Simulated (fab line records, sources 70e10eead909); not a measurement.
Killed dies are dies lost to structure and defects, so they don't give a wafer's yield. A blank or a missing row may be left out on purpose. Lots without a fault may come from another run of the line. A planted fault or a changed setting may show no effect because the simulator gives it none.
Which tool did it? | flow nand_harc | 14 lots, 42 wafers sampled, at 4 steps of a route of 1159

WHAT THE GAUGES READ, wafer by wafer
NHARC_A_SGD_CUT_CD_MEAS_09: target cd 100 nm. Usual: cd_nm 100.0 nm, standard deviation 0.79.
lot  | measured     | on        | cd_nm (nm)        | flag
L780 | day 13 13:25 | cd_sem-01 | 98.6 99.3 99.7    |
L783 | day 14 20:09 | cd_sem-02 | 99.8 100.2 99.3   |
L784 | day 15 03:44 | cd_sem-01 | 101.3 100.6 100.9 |
L787 | day 15 07:37 | cd_sem-03 | 100.7 99.6 100.9  |
L786 | day 16 09:02 | cd_sem-03 | 100.1 101.5 100.1 |
L789 | day 16 09:19 | cd_sem-03 | - - -             | OFF
L791 | day 16 10:39 | cd_sem-02 | - - -             | OFF
L788 | day 16 11:04 | cd_sem-02 | 100.4 100.7 99.9  |
L793 | day 17 23:19 | cd_sem-01 | 100.4 101.2 100.6 |
L792 | day 18 01:14 | cd_sem-01 | 100.7 101.1 101.1 |
L802 | day 19 12:47 | cd_sem-01 | 99.7 100.0 101.5  |
L799 | day 19 13:41 | cd_sem-03 | 99.8 99.8 100.2   |
L803 | day 19 19:53 | cd_sem-03 | 99.9 99.4 99.5    |
L801 | day 19 20:10 | cd_sem-03 | 100.1 100.2 99.9  |

WHICH TOOL RAN EACH LOT (tool, then ch and the chambers of the sampled wafers, then the start)
lot  | NHARC_A_STAIRCASE_ETCHBACK_422     | NHARC_A_STAIRCASE_CMP_472     | NHARC_A_SGD_CUT_PEB_07
L780 | rie_diel-03 ch 1,2, day 13 10:58   | cmp-02 ch 1,2,3, day 13 12:07 | litho_track-06 ch 0, day 13 13:20
L783 | rie_diel-13 ch 0,1,3, day 14 18:15 | cmp-03 ch 1,2,3, day 14 19:10 | litho_track-04 ch 0, day 14 20:04
L784 | rie_diel-13 ch 0,2,3, day 15 01:29 | cmp-04 ch 0,2,3, day 15 02:37 | litho_track-01 ch 0, day 15 03:39
L787 | rie_diel-13 ch 2,3, day 15 05:28   | cmp-04 ch 0,1,2, day 15 06:29 | litho_track-01 ch 0, day 15 07:32
L786 | rie_diel-04 ch 0,1,2, day 16 07:09 | cmp-02 ch 1,2,3, day 16 08:06 | litho_track-04 ch 0, day 16 08:57
L789 | rie_diel-04 ch 0,1,3, day 16 07:23 | cmp-02 ch 0,1,2, day 16 08:19 | litho_track-06, day 16 09:14
L791 | rie_diel-04 ch 0,1, day 16 08:44   | cmp-02 ch 0,3, day 16 09:38   | litho_track-06, day 16 10:34
L788 | rie_diel-04 ch 1,2,3, day 16 09:01 | cmp-04 ch 0,2,3, day 16 09:56 | litho_track-01 ch 0, day 16 10:59
L793 | rie_diel-13 ch 0,1,3, day 17 21:22 | cmp-03 ch 0,1,3, day 17 22:19 | litho_track-04 ch 0, day 17 23:14
L792 | rie_diel-13 ch 0,2,3, day 17 23:10 | cmp-02 ch 0,2,3, day 18 00:06 | litho_track-01 ch 0, day 18 01:10
L802 | rie_diel-13 ch 0,1, day 19 10:44   | cmp-02 ch 0,2,3, day 19 11:43 | litho_track-04 ch 0, day 19 12:42
L799 | rie_diel-13 ch 0,2,3, day 19 11:17 | cmp-04 ch 0,1,3, day 19 12:32 | litho_track-04 ch 0, day 19 13:36
L803 | rie_diel-04 ch 1,3, day 19 17:44   | cmp-04 ch 0,1,3, day 19 18:56 | litho_track-04 ch 0, day 19 19:49
L801 | rie_diel-13 ch 0,2,3, day 19 17:59 | cmp-02 ch 1,2, day 19 18:59   | litho_track-06 ch 0, day 19 20:05
- NHARC_A_STAIRCASE_ETCHBACK_422: etches the open film in CH3F/O2, target depth 40 nm, time 74.286 s.
- NHARC_A_STAIRCASE_CMP_472: polishes SiO2.
- NHARC_A_SGD_CUT_PEB_07: peb time 65 s.

WHAT THE TOOLS THEMSELVES READ (means of the sampled wafers that have a number; where no wafer has one, the mark that the record gives instead)
NHARC_A_STAIRCASE_ETCHBACK_422. Usual: drypump_motor_current_A 5.7 A, standard deviation 0.51; oes_product_au 0.97 a.u., standard deviation 0.039; rf_fwd_power_W 496.0 W, standard deviation 2.2; rf_vpp_V 244.0 V, standard deviation 1.8; showerhead_plenum_p_Torr 2.42 Torr, standard deviation 0.11; throttle_valve_pct 20.663 %, standard deviation 0.0089.
lot  | tool        | drypump_motor_current_A (A) | oes_product_au (a.u.) | rf_fwd_power_W (W) | rf_vpp_V (V) | showerhead_plenum_p_Torr (Torr) | throttle_valve_pct (%) | flag
L780 | rie_diel-03 | 6.1                         | 0.92                  | 497.1              | 242.6        | 2.32                            | 20.663                 |
L783 | rie_diel-13 | 5.9                         | 1.00                  | 496.1              | 243.0        | 2.36                            | 20.660                 |
L784 | rie_diel-13 | 5.7                         | 0.92                  | 494.5              | 244.8        | 2.45                            | 20.666                 |
L787 | rie_diel-13 | 5.8                         | 0.94                  | 494.0              | 243.3        | 2.40                            | 20.668                 |
L786 | rie_diel-04 | 5.7                         | 0.99                  | 498.9              | 244.7        | 2.48                            | 20.659                 |
L789 | rie_diel-04 | 5.7                         | 0.92                  | 494.9              | 243.6        | 2.41                            | 20.668                 |
L791 | rie_diel-04 | 5.3                         | 1.00                  | 496.5              | 244.9        | 2.46                            | 20.661                 |
L788 | rie_diel-04 | 5.3                         | 0.94                  | 495.5              | 244.5        | 2.42                            | 20.666                 |
L793 | rie_diel-13 | 5.9                         | 0.92                  | 494.8              | 243.5        | 2.34                            | 20.656                 |
L792 | rie_diel-13 | 5.7                         | 1.00                  | 495.3              | 244.2        | 2.44                            | 20.659                 |
L802 | rie_diel-13 | 5.9                         | 0.92                  | 495.3              | 244.2        | 2.40                            | 20.667                 |
L799 | rie_diel-13 | 5.7                         | 0.92                  | 494.8              | 244.0        | 2.44                            | 20.670                 |
L803 | rie_diel-04 | 5.3                         | 0.92                  | 496.7              | 242.6        | 2.34                            | 20.666                 |
L801 | rie_diel-13 | 5.7                         | 1.00                  | 493.9              | 243.9        | 2.44                            | 20.674                 |

NHARC_A_STAIRCASE_CMP_472. Usual: motor_current_A 12.0 A, standard deviation 0.88; slurry_filter_dp_kPa 13.49 kPa, standard deviation 0.13.
lot  | tool   | motor_current_A (A) | slurry_filter_dp_kPa (kPa) | flag
L780 | cmp-02 | 11.8                | 13.45                      |
L783 | cmp-03 | 12.0                | 13.52                      |
L784 | cmp-04 | 12.4                | 13.41                      |
L787 | cmp-04 | 11.9                | 13.57                      |
L786 | cmp-02 | 11.9                | 13.50                      |
L789 | cmp-02 | 12.1                | 13.51                      |
L791 | cmp-02 | 12.9                | 13.49                      |
L788 | cmp-04 | 12.5                | 13.55                      |
L793 | cmp-03 | 11.6                | 13.53                      |
L792 | cmp-02 | 13.0                | 13.44                      |
L802 | cmp-02 | 12.5                | 13.42                      |
L799 | cmp-04 | 12.4                | 13.67                      |
L803 | cmp-04 | 12.4                | 13.39                      |
L801 | cmp-02 | 11.6                | 13.44                      |

NHARC_A_SGD_CUT_PEB_07. Usual: chill_plate_temp_C 22.98 C, standard deviation 0.12; exhaust_pa 45.1 Pa, standard deviation 0.83; heater_power_total_W 156.6 W, standard deviation 0.44; plate_temp_C 100.00 C, standard deviation 0.13; resist_line_temp_C 22.99 C, standard deviation 0.1.
lot  | tool           | chill_plate_temp_C (C) | exhaust_pa (Pa) | heater_power_total_W (W) | plate_temp_C (C) | resist_line_temp_C (C) | flag
L780 | litho_track-06 | 22.92                  | 44.7            | 156.7                    | 100.20           | 23.08                  |
L783 | litho_track-04 | 23.02                  | 45.1            | 156.8                    | 100.10           | 23.00                  |
L784 | litho_track-01 | 22.97                  | 45.2            | 156.7                    | 99.91            | 22.85                  |
L787 | litho_track-01 | 22.96                  | 46.1            | 156.9                    | 100.03           | 22.98                  |
L786 | litho_track-04 | 22.98                  | 44.6            | 156.8                    | 99.96            | 22.91                  |
L789 | litho_track-06 | -                      | -               | -                        | -                | -                      | OFF
L791 | litho_track-06 | -                      | -               | -                        | -                | -                      | OFF
L788 | litho_track-01 | 23.05                  | 46.7            | 156.2                    | 99.90            | 23.07                  |
L793 | litho_track-04 | 23.11                  | 44.2            | 156.8                    | 99.97            | 23.02                  |
L792 | litho_track-01 | 22.83                  | 45.7            | 156.4                    | 99.96            | 23.01                  |
L802 | litho_track-04 | 23.04                  | 45.6            | 156.5                    | 100.14           | 22.90                  |
L799 | litho_track-04 | 23.02                  | 45.2            | 156.5                    | 100.03           | 23.07                  |
L803 | litho_track-04 | 23.03                  | 45.3            | 156.5                    | 99.99            | 22.83                  |
L801 | litho_track-06 | 22.95                  | 45.4            | 156.5                    | 100.04           | 23.02                  |

THE ANSWER, worked out from the rows above alone
Rule: a lot is off if the mean of its wafers that have a number lies more than 3 standard deviations from the usual mean. A lot without any number at a reading at which 4 lots or more have one is off too. The other lots that the step has rows for count as sound. The gauges are gone through in route order, then the tools' own readings, and for those a lot's mean is taken as printed above. The first step at which some lot is off is used, and at that step the reading that is off furthest; a lot without a number counts as furthest.
Off: L789, L791, at NHARC_A_SGD_CUT_CD_MEAS_09 (cd_nm). Without a number there: L789, L791.
A tool fits if, at a process step before that reading, it ran every lot that is off, and no sound lot after the first of them. The gauges at NHARC_A_SGD_CUT_CD_MEAS_09 aren't tried: what is off there is off at NHARC_A_SGD_CUT_PEB_07 too, on other tools, and a gauge's error can't cause that. None of those tried fits.

WHAT THE SIMULATOR HAD PUT IN
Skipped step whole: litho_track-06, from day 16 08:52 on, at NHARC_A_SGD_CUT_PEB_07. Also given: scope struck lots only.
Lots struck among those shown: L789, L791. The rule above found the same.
